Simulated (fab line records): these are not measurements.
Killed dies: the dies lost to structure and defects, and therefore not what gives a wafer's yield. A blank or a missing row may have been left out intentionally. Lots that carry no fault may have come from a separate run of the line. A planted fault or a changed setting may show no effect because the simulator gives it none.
fab line records	flow nandHarc	part 1 of 2: steps 1 to 4 of 6
record: lots: 24	wafers: 72	lastDay: 34
route steps=1302 shown A_STAIRCASE@747
lots that met no fault: taken from a fault-free run of the same line
startH: hours from the record's opening day to when the first of the lot's shown wafers began	waitH: hours elapsed since this lot's preceding step	" the same as in the row above	L1.1+2: several wafers, shown together as one row	- no value, or no start was given	* or withheld: withheld	< > ~ a bound
route shown NAME@n: names a module that has steps shown in the file, with the first one's number in the route	usual: mean/standard deviation of fault-free wafers	same: alike in all rows	chamber/n: place in a boat	sites: each site's reading	_std_site: their standard deviation	_edge_site: mean of outer sites minus mean of inner sites	radiusMm: how far each site lies from the wafer's centre	mask NAME#n: copy n	behind: the most recent tool/chamber to have shaped the wafer	hold: what put the lot on hold/how long, in hours/how the hold closed	device: the transistor (n, p or np) that didn't switch	end of line: the tests these same wafers got at the end of their route	a step given without rows: its recipe and nothing more	killed: dies lost to structure and defects at the first sort, not the wafer's yield	map: per-die view of a wafer (x killed, . not killed, _ where there is no die)
set.NAME: the run value of the setting; set.NAME@STEP: its run value at that earlier step	model.NAME: the simulator's own value behind a step, which no gauge read
steps of the route over a sample of lots; a table a step, a row a wafer
services: from which hour (startH, from the record's first day; less than 0 if before it) a tool's chamber was out of use, for how many hours, and why
== steps ==
step: NHARC_A_STAIRCASE_TRIM_233
recipe: timeS: 211.2	o2FlowSccm: 500	arFlowSccm: 0	biasW: 0	chemistry: O2
usual: drypumpMotorCurrentA: 5.7/0.47	oesProductAu: 0.999/0.0099	rfVppV: 57.8/0.91	showerheadPlenumPTorr: 3.54/0.18	throttleValvePct: 17.036/0.0083
lot.wafer	tool	chamber	startH	waitH	drypumpMotorCurrentA	oesProductAu	rfHoursCounterH	rfVppV	showerheadPlenumPTorr	throttleValvePct
L074.2	rieDiel-11	2	-	-	5.8	0.997	31	57.4	3.73	17.044
L074.4	"	3	"	"	5.2	0.996	38	57.2	3.76	17.041
L074.5	"	2	"	"	5.8	0.994	-	59.8	3.73	17.036
L075.3	rieDiel-04	2	-	-	5.3	0.990	3	58.2	3.29	17.060
L075.2	"	3	"	"	5.2	0.983	3	55.7	3.34	17.042
L075.5	"	1	"	"	5.0	1.008	-	57.4	3.65	17.016
L076.4	rieDiel-04	1	-	-	5.0	1.006	8	58.1	3.65	17.048
L076.2	"	2	"	"	5.3	0.994	8	57.1	3.29	17.027
L076.1	"	3	"	"	5.2	0.989	7	57.6	3.34	17.034
L077.4	rieDiel-04	3	-	-	5.2	0.988	8	57.3	3.34	17.033
L077.2	"	0	"	"	6.3	0.980	8	57.1	3.57	17.038
L077.6	"	3	"	"	5.2	0.995	-	57.1	3.34	17.030
L078.3	rieDiel-13	3	-	-	6.4	1.024	14	58.3	3.30	17.030
L078.2	"	2	"	"	5.6	1.015	14	57.2	3.64	17.045
L078.6	"	3	"	"	6.4	1.017	-	56.9	3.30	17.027
L080.3	rieDiel-04	0	-	-	6.3	0.987	21	58.1	3.56	17.039
L080.4	"	2	"	"	5.3	0.994	19	57.2	3.28	17.029
L080.6	"	0	"	"	6.3	0.977	-	58.6	3.56	17.043
L079.2	rieDiel-13	0	-	-	6.1	1.005	25	57.2	3.51	17.039
L079.6	"	0	"	"	6.1	1.002	-	57.9	3.51	17.026
L079.4	"	2	"	"	5.6	0.997	-	57.8	3.63	17.038
L081.1	rieDiel-13	3	-	-	6.4	1.007	29	57.4	3.29	17.040
L081.6	"	3	"	"	6.4	1.011	-	58.9	3.29	17.029
L081.5	"	0	"	"	6.1	1.020	-	56.5	3.51	17.029
L082.2	rieDiel-13	0	-	-	6.1	0.995	34	57.9	3.51	17.033
L082.5	"	3	"	"	6.4	1.012	-	57.4	3.29	17.035
L082.6	"	2	"	"	5.6	1.007	-	57.8	3.63	17.020
L083.4	rieDiel-13	3	-	-	6.4	0.999	36	57.3	3.28	17.029
L083.1	"	2	"	"	5.6	1.002	38	57.0	3.62	17.046
L083.6	"	3	"	"	6.4	1.008	-	58.3	3.28	17.032
L084.4	rieDiel-04	3	-	-	5.2	0.986	-	56.9	3.32	17.044
L084.5	"	1	"	"	5.0	1.010	-	59.2	3.63	17.036
L084.6	"	2	"	"	5.3	0.989	-	57.0	3.28	17.045
L085.2	rieDiel-13	0	-	-	6.1	1.001	46	57.4	3.50	17.035
L085.3	"	1	"	"	5.2	0.995	33	58.3	3.76	17.052
L085.5	"	3	"	"	6.4	1.005	-	56.6	3.28	17.027
L087.3	rieDiel-11	0	-	-	5.7	0.999	13	58.7	3.80	17.039
L087.6	"	2	"	"	5.8	1.000	-	58.9	3.71	17.022
L087.5	"	3	"	"	5.2	0.973	-	58.1	3.74	17.042
L086.3	rieDiel-13	1	-	-	5.2	0.981	37	58.2	3.76	17.031
L086.2	"	2	"	"	5.6	1.006	49	58.7	3.62	17.049
L086.6	"	2	"	"	5.6	1.002	-	57.9	3.62	17.051
L088.3	rieDiel-13	0	-	-	6.1	1.015	54	57.3	3.50	17.038
L088.4	"	1	"	"	5.1	0.989	42	58.9	3.76	17.030
L088.6	"	0	"	"	6.1	1.006	-	57.4	3.50	17.047
L089.3	rieDiel-04	0	-	-	6.3	0.997	50	58.8	3.55	17.027
L089.2	"	2	"	"	5.3	0.983	42	56.6	3.27	17.029
L089.6	"	3	"	"	5.2	0.988	-	57.5	3.32	17.037
L090.2	rieDiel-11	0	-	-	5.7	0.995	20	56.5	3.80	17.044
L090.1	"	2	"	"	5.8	0.991	27	57.3	3.70	17.035
L090.6	"	0	"	"	5.7	1.003	-	57.3	3.80	17.036
L092.2	rieDiel-11	1	-	-	5.7	1.004	40	57.8	3.38	17.045
L092.1	"	2	"	"	5.8	1.003	43	58.6	3.70	17.039
L092.6	"	1	"	"	5.7	1.005	-	58.3	3.38	17.033
L091.2	rieDiel-04	3	-	-	5.2	0.996	2	56.9	3.31	17.033
L091.3	"	0	"	"	6.3	0.999	2	58.3	3.54	17.033
L091.6	"	0	"	"	6.3	1.011	-	57.6	3.54	17.051
L093.4	rieDiel-13	0	-	-	6.1	1.003	10	59.1	3.49	17.037
L093.2	"	1	"	"	5.1	0.995	5	55.4	3.75	17.043
L093.3	"	2	"	"	5.6	1.012	9	56.5	3.60	17.035
L095.2	rieDiel-11	1	-	-	5.7	0.996	49	57.2	3.38	17.025
L095.1	"	2	"	"	5.8	0.995	55	58.7	3.69	17.024
L095.5	"	1	"	"	5.7	0.995	-	59.1	3.38	17.043
L094.2	rieDiel-04	0	-	-	6.3	0.989	17	57.9	3.54	17.013
L094.1	"	1	"	"	5.0	1.001	14	59.2	3.61	17.045
L094.5	"	3	"	"	5.2	0.988	-	59.9	3.31	17.031
L096.4	rieDiel-11	0	-	-	5.7	0.999	43	58.9	3.78	17.045
L096.1	"	1	"	"	5.7	0.984	51	59.0	3.38	17.046
L096.3	"	2	"	"	5.8	1.004	57	57.3	3.69	17.043
L097.2	rieDiel-11	2	-	-	5.8	0.988	60	57.8	3.69	17.040
L097.6	"	0	"	"	5.7	1.001	-	58.0	3.78	17.032
L097.5	"	1	"	"	5.7	0.984	-	58.3	3.37	17.034
step: NHARC_A_STAIRCASE_HM_DEP_456
recipe: targetThkA: 31000	tempC: 400	material: aC
usual: throttleValvePct: 35.000/0.008
lot.wafer	tool	chamber	startH	waitH	throttleValvePct
L074.2	aclDep-03	0	369.33	-	35.018
L074.4	"	0	"	"	34.989
L074.5	"	0	"	"	35.010
L075.2	aclDep-02	0	381.03	-	34.995
L075.3	"	0	"	"	35.006
L075.5	"	0	"	"	34.993
L076.1	aclDep-01	0	395.89	-	35.001
L076.2	"	0	"	"	34.998
L076.4	"	0	"	"	34.983
L077.2	aclDep-03	0	398.53	-	35.004
L077.4	"	0	"	"	34.995
L077.6	"	0	"	"	35.010
L078.2	aclDep-03	0	407.21	-	35.002
L078.3	"	0	"	"	35.011
L078.6	"	0	"	"	35.002
L080.3	aclDep-01	0	433.33	-	34.996
L080.4	"	0	"	"	34.998
L080.6	"	0	"	"	35.005
L079.2	aclDep-01	0	434.86	-	35.000
L079.4	"	0	"	"	35.002
L079.6	"	0	"	"	35.023
L081.1	aclDep-02	0	444.25	-	34.998
L081.5	"	0	445.47	-	34.989
L081.6	"	0	"	"	35.010
L082.2	aclDep-02	0	452.88	-	34.992
L082.5	"	0	"	"	34.999
L082.6	"	0	"	"	35.004
L083.1	aclDep-01	0	461.44	-	35.007
L083.4	"	0	"	"	35.006
L083.6	"	0	"	"	35.003
L085.2	aclDep-03	0	474.45	-	35.005
L085.3	"	0	"	"	34.994
L085.5	"	0	"	"	35.008
L084.4	aclDep-02	0	474.75	-	34.987
L084.5	"	0	"	"	35.006
L084.6	"	0	"	"	34.997
L087.3	aclDep-02	0	485.62	-	34.996
L087.5	"	0	"	"	34.998
L087.6	"	0	"	"	35.001
L086.2	aclDep-02	0	487.15	-	34.991
L086.3	"	0	"	"	35.007
L086.6	"	0	"	"	34.996
L088.3	aclDep-02	0	508.69	-	34.990
L088.4	"	0	"	"	34.999
L088.6	"	0	"	"	34.996
L089.2	aclDep-03	0	525.77	-	34.987
L089.3	"	0	"	"	35.007
L089.6	"	0	"	"	34.999
L090.1	aclDep-03	0	529.22	-	35.016
L090.2	"	0	"	"	35.009
L090.6	"	0	530.76	-	34.990
L092.1	aclDep-03	0	552.40	-	35.017
L092.2	"	0	"	"	34.980
L092.6	"	0	553.94	-	34.997
L091.2	aclDep-02	0	553.12	-	35.003
L091.3	"	0	"	"	35.001
L091.6	"	0	"	"	34.987
L093.2	aclDep-03	0	564.37	-	34.985
L093.3	"	0	"	"	34.997
L093.4	"	0	"	"	35.007
L095.1	aclDep-03	0	592.46	-	35.009
L095.2	"	0	"	"	35.005
L095.5	"	0	"	"	34.997
L094.1	aclDep-03	0	596.25	-	35.007
L094.2	"	0	"	"	34.997
L094.5	"	0	"	"	35.003
L096.1	aclDep-03	0	600.04	-	35.003
L096.3	"	0	"	"	34.987
L096.4	"	0	"	"	35.004
L097.2	aclDep-03	0	614.32	-	34.998
L097.5	"	0	"	"	34.985
L097.6	"	0	"	"	35.001
step: NHARC_A_STAIRCASE_ETCH_313
recipe: cf4FlowSccm: 100	chf3FlowSccm: 30	arFlowSccm: 0	rfW: 500	biasW: 200	chemistry: CF4/CHF3
usual: drypumpMotorCurrentA: 5.7/0.48	oesProductAu: 0.934/0.019	rfVppV: 370.9/2.8	showerheadPlenumPTorr: 1.58/0.08	throttleValvePct: 16.801/0.01
lot.wafer	tool	chamber	startH	waitH	drypumpMotorCurrentA	oesProductAu	rfHoursCounterH	rfVppV	showerheadPlenumPTorr	throttleValvePct
L074.4	rieDiel-04	1	387.55	0.1	5.0	0.933	6	373.5	1.63	16.809
L074.2	"	2	"	"	5.3	0.923	6	365.8	1.46	16.811
L074.5	"	3	"	"	5.2	0.916	-	369.7	1.49	16.795
L075.2	rieDiel-11	2	402.64	0.1	5.8	0.912	42	373.4	1.66	16.797
L075.3	"	0	"	"	5.7	0.919	55	364.9	1.46	16.791
L075.5	"	2	"	"	5.8	0.909	-	374.4	1.66	16.782
L076.1	rieDiel-13	2	411.68	0.1	5.6	0.931	16	371.3	1.62	16.782
L076.2	"	3	"	"	6.4	0.922	15	366.3	1.47	16.794
L076.4	"	0	"	"	6.1	0.929	16	370.8	1.57	16.798
L077.4	rieDiel-11	0	413.09	0.1	5.7	0.923	57	366.1	1.46	16.816
L077.2	"	2	"	"	5.8	0.919	44	372.9	1.66	16.806
L077.6	"	3	"	"	5.2	0.934	-	372.7	1.67	16.814
L078.2	rieDiel-13	0	420.75	0.1	6.1	0.968	21	369.0	1.57	16.819
L078.3	"	2	"	"	5.6	0.965	19	372.5	1.62	16.802
L078.6	"	0	"	"	6.1	0.966	-	369.7	1.57	16.789
L080.3	rieDiel-04	0	448.78	0.1	6.3	0.914	30	372.2	1.59	16.822
L080.6	"	1	"	"	5.0	0.937	-	373.7	1.62	16.809
L080.4	"	3	"	"	5.2	0.914	-	369.2	1.48	16.811
L079.2	rieDiel-13	2	450.31	0.1	5.6	0.935	33	372.0	1.62	16.797
L079.4	"	2	"	"	5.6	0.919	-	372.8	1.62	16.807
L079.6	"	0	"	"	6.1	0.930	-	369.7	1.56	16.791
L081.1	rieDiel-04	2	462.86	0.1	5.3	0.914	26	367.8	1.46	16.799
L081.6	"	1	"	"	5.0	0.937	-	373.5	1.62	16.789
L081.5	"	2	"	"	5.3	0.917	-	367.1	1.46	16.782
L082.2	rieDiel-13	3	467.76	0.1	6.4	0.923	41	368.5	1.46	16.823
L082.6	"	2	"	"	5.6	0.924	-	372.2	1.61	16.796
L082.5	"	3	"	"	6.4	0.931	-	366.5	1.46	16.798
L083.4	rieDiel-11	2	478.61	0.1	5.8	0.934	11	374.2	1.66	16.799
L083.1	"	0	"	"	5.7	0.918	13	374.3	1.70	16.795
L083.6	"	2	"	"	5.8	0.937	-	373.4	1.66	16.788
L084.4	rieDiel-04	2	488.85	0.1	5.3	0.927	34	368.6	1.46	16.779
L084.5	"	0	"	"	6.3	0.927	-	372.8	1.58	16.797
L084.6	"	1	"	"	5.0	0.937	-	371.8	1.62	16.808
L085.2	rieDiel-13	3	489.56	0.1	6.4	0.934	46	365.9	1.46	16.795
L085.3	"	0	"	"	6.1	0.927	49	369.6	1.56	16.809
L085.5	"	0	"	"	6.1	0.928	-	369.8	1.56	16.794
L087.3	rieDiel-13	0	499.22	0.1	6.1	0.979	52	369.8	1.56	16.797
L087.6	"	0	"	"	6.1	0.984	-	369.4	1.56	16.806
L087.5	"	1	"	"	5.1	0.966	-	373.5	1.68	16.809
L086.2	rieDiel-13	2	501.94	0.1	5.6	0.930	55	371.7	1.61	16.798
L086.3	"	3	"	"	6.4	0.939	51	366.0	1.46	16.792
L086.6	"	2	"	"	5.6	0.929	-	371.8	1.61	16.805
L088.3	rieDiel-04	1	523.04	0.1	5.0	0.918	51	371.9	1.62	16.811
L088.4	"	2	"	"	5.3	0.923	42	366.1	1.46	16.804
L088.6	"	1	"	"	5.0	0.922	-	371.5	1.62	16.782
L089.2	rieDiel-11	2	543.19	0.2	5.8	0.927	40	373.3	1.65	16.790
L089.3	"	3	"	"	5.1	0.925	42	372.7	1.66	16.798
L089.6	"	0	"	"	5.7	0.920	-	375.3	1.69	16.795
L090.2	rieDiel-04	3	543.38	0.1	5.2	0.943	0	368.9	1.48	16.811
L090.1	"	1	"	"	5.0	0.952	0	370.9	1.61	16.794
L090.6	"	1	"	"	5.0	0.955	-	370.4	1.61	16.790
L091.3	rieDiel-11	1	570.28	0.1	5.7	0.924	43	366.9	1.51	16.798
L091.2	"	3	"	"	5.2	0.913	50	373.9	1.66	16.792
L091.6	"	0	"	"	5.7	0.913	-	374.8	1.69	16.827
L092.1	rieDiel-13	1	574.05	0.1	5.1	0.957	8	372.6	1.67	16.791
L092.2	"	3	"	"	6.4	0.960	11	375.8	1.70	16.814
L092.6	"	1	"	"	5.1	0.953	-	373.5	1.67	16.792
L093.4	rieDiel-13	2	580.85	0.5	5.6	0.937	12	369.9	1.61	16.818
L093.2	"	0	"	"	6.1	0.933	13	368.9	1.55	16.805
L093.3	"	1	"	"	5.1	0.926	9	374.0	1.67	16.799
L095.1	rieDiel-11	2	607.36	0.1	5.8	0.929	60	373.6	1.64	16.797
L095.2	"	0	"	"	5.7	0.923	46	374.3	1.69	16.800
L095.5	"	2	"	"	5.8	0.915	-	373.3	1.64	16.806
L094.1	rieDiel-04	1	615.11	0.1	5.0	0.991	21	370.7	1.61	16.814
L094.2	"	0	"	"	6.3	0.964	23	371.1	1.58	16.817
L094.5	"	2	"	"	5.3	0.974	-	374.0	1.70	16.807
L096.4	rieDiel-13	3	621.66	0.1	6.4	0.944	31	375.7	1.69	16.812
L096.3	"	0	"	"	6.1	0.936	27	371.0	1.55	16.788
L096.1	"	1	"	"	5.1	0.923	25	373.2	1.67	16.805
L097.2	rieDiel-04	3	628.53	0.1	5.2	0.924	26	366.8	1.47	16.821
L097.6	"	1	"	"	5.0	0.936	-	373.8	1.61	16.806
L097.5	"	2	"	"	5.3	0.928	-	376.1	1.70	16.808
step: NHARC_A_STAIRCASE_HM_OPEN_463
recipe: o2FlowSccm: 400	cosFlowSccm: 20	arFlowSccm: 0	rfW: 500	biasW: 300	chemistry: O2/COS
usual: drypumpMotorCurrentA: 5.7/0.48	oesProductAu: 1.000/0.01	rfVppV: 467/3.4	showerheadPlenumPTorr: 3.14/0.16	throttleValvePct: 28.329/0.0091
lot.wafer	tool	chamber	startH	waitH	drypumpMotorCurrentA	oesProductAu	rfHoursCounterH	rfVppV	showerheadPlenumPTorr	throttleValvePct
L074.2	rieDiel-04	2	-	-	5.3	0.999	6	462	2.91	28.332
L074.4	"	3	"	"	5.2	0.991	5	463	2.95	28.339
L074.5	"	0	"	"	6.2	0.984	-	468	3.16	28.348
L075.3	rieDiel-11	3	-	-	5.2	0.991	51	472	3.32	28.328
L075.2	"	1	"	"	5.7	0.993	50	465	3.01	28.322
L075.5	"	3	"	"	5.1	0.995	-	471	3.32	28.337
L076.1	rieDiel-13	2	-	-	5.6	1.009	16	469	3.22	28.336
L076.4	"	0	"	"	6.1	1.013	16	465	3.11	28.326
L076.2	"	1	"	"	5.1	0.996	17	471	3.34	28.328
L077.4	rieDiel-11	0	-	-	5.7	1.006	57	462	2.90	28.343
L077.2	"	2	"	"	5.8	1.002	44	469	3.30	28.319
L077.6	"	0	"	"	5.7	1.004	-	463	2.90	28.322
L078.2	rieDiel-13	0	-	-	6.1	1.009	21	467	3.11	28.321
L078.3	"	3	"	"	6.4	1.009	19	463	2.91	28.334
L078.6	"	0	"	"	6.1	1.018	-	467	3.11	28.312
L080.3	rieDiel-04	1	-	-	5.0	1.016	28	469	3.22	28.326
L080.4	"	1	"	"	5.0	1.015	-	469	3.22	28.337
L080.6	"	3	"	"	5.2	0.983	-	464	2.94	28.338
L079.2	rieDiel-13	2	-	-	5.6	1.007	33	467	3.21	28.341
L079.6	"	2	"	"	5.6	0.992	-	470	3.21	28.337
L079.4	"	3	"	"	6.4	0.989	-	462	2.90	28.320
L081.1	rieDiel-04	1	-	-	5.0	1.007	34	468	3.21	28.325
L081.6	"	3	"	"	5.2	0.996	-	463	2.94	28.325
L081.5	"	0	"	"	6.3	0.989	-	466	3.15	28.329
L082.2	rieDiel-13	2	-	-	5.6	0.993	44	469	3.20	28.338
L082.6	"	3	"	"	6.4	1.007	-	463	2.90	28.317
L082.5	"	0	"	"	6.1	1.009	-	466	3.10	28.338
L083.4	rieDiel-11	2	-	-	5.8	0.990	11	471	3.29	28.338
L083.1	"	1	"	"	5.7	1.001	12	465	3.00	28.336
L083.6	"	2	"	"	5.8	0.992	-	469	3.29	28.337
L084.4	rieDiel-04	1	-	-	5.0	1.006	43	470	3.21	28.314
L084.6	"	1	"	"	5.0	1.014	-	469	3.21	28.335
L084.5	"	2	"	"	5.3	0.986	-	461	2.89	28.328
L085.2	rieDiel-13	3	-	-	6.4	1.008	46	464	2.90	28.323
L085.3	"	2	"	"	5.6	1.005	49	470	3.20	28.309
L085.5	"	0	"	"	6.1	1.003	-	466	3.10	28.334
L087.3	rieDiel-13	1	-	-	5.1	0.980	40	473	3.33	28.330
L087.5	"	3	"	"	6.4	1.007	-	463	2.90	28.356
L087.6	"	0	"	"	6.1	0.987	-	468	3.10	28.331
L086.3	rieDiel-13	2	-	-	5.6	1.000	55	469	3.20	28.330
L086.2	"	0	"	"	6.1	0.997	53	466	3.09	28.326
L086.6	"	2	"	"	5.6	1.002	-	470	3.20	28.331
L088.4	rieDiel-04	0	-	-	6.3	0.999	50	468	3.14	28.326
L088.3	"	2	"	"	5.3	0.984	42	463	2.89	28.341
L088.6	"	0	"	"	6.3	0.999	-	467	3.14	28.315
L089.2	rieDiel-11	0	-	-	5.7	0.993	29	472	3.36	28.316
L089.3	"	2	"	"	5.8	0.999	40	470	3.27	28.326
L089.6	"	1	"	"	5.7	0.995	-	465	2.99	28.314
L090.2	rieDiel-04	1	-	-	5.0	0.996	0	468	3.20	28.345
L090.1	"	3	"	"	5.2	1.000	0	463	2.93	28.327
L090.6	"	1	"	"	5.0	1.007	-	471	3.20	28.322
L091.2	rieDiel-11	2	-	-	5.8	1.001	48	472	3.27	28.339
L091.3	"	3	"	"	5.2	0.999	50	470	3.29	28.332
L091.6	"	2	"	"	5.8	1.010	-	470	3.27	28.342
L092.2	rieDiel-13	2	-	-	5.6	1.014	11	468	3.19	28.319
L092.1	"	3	"	"	6.4	1.002	11	471	3.37	28.331
L092.6	"	1	"	"	5.1	0.992	-	472	3.32	28.327
L093.2	rieDiel-13	3	-	-	6.4	1.007	12	472	3.37	28.340
L093.4	"	1	"	"	5.1	0.991	9	472	3.32	28.334
L093.3	"	2	"	"	5.6	0.996	12	468	3.19	28.327
L095.1	rieDiel-11	2	-	-	5.8	1.004	60	471	3.26	28.319
L095.2	"	1	"	"	5.7	0.985	54	464	2.98	28.317
L095.5	"	3	"	"	5.2	0.988	-	471	3.29	28.338
L094.2	rieDiel-04	2	-	-	5.3	0.995	12	471	3.37	28.343
L094.1	"	3	"	"	5.2	0.996	18	464	2.92	28.330
L094.5	"	2	"	"	5.3	1.002	-	470	3.37	28.333
L096.4	rieDiel-13	2	-	-	5.6	1.014	31	467	3.18	28.340
L096.1	"	3	"	"	6.4	1.007	31	472	3.36	28.337
L096.3	"	0	"	"	6.1	1.013	27	466	3.08	28.329
L097.2	rieDiel-04	1	-	-	5.0	1.023	28	468	3.19	28.317
L097.6	"	3	"	"	5.2	1.001	-	463	2.92	28.316
L097.5	"	0	"	"	6.3	1.014	-	466	3.12	28.322
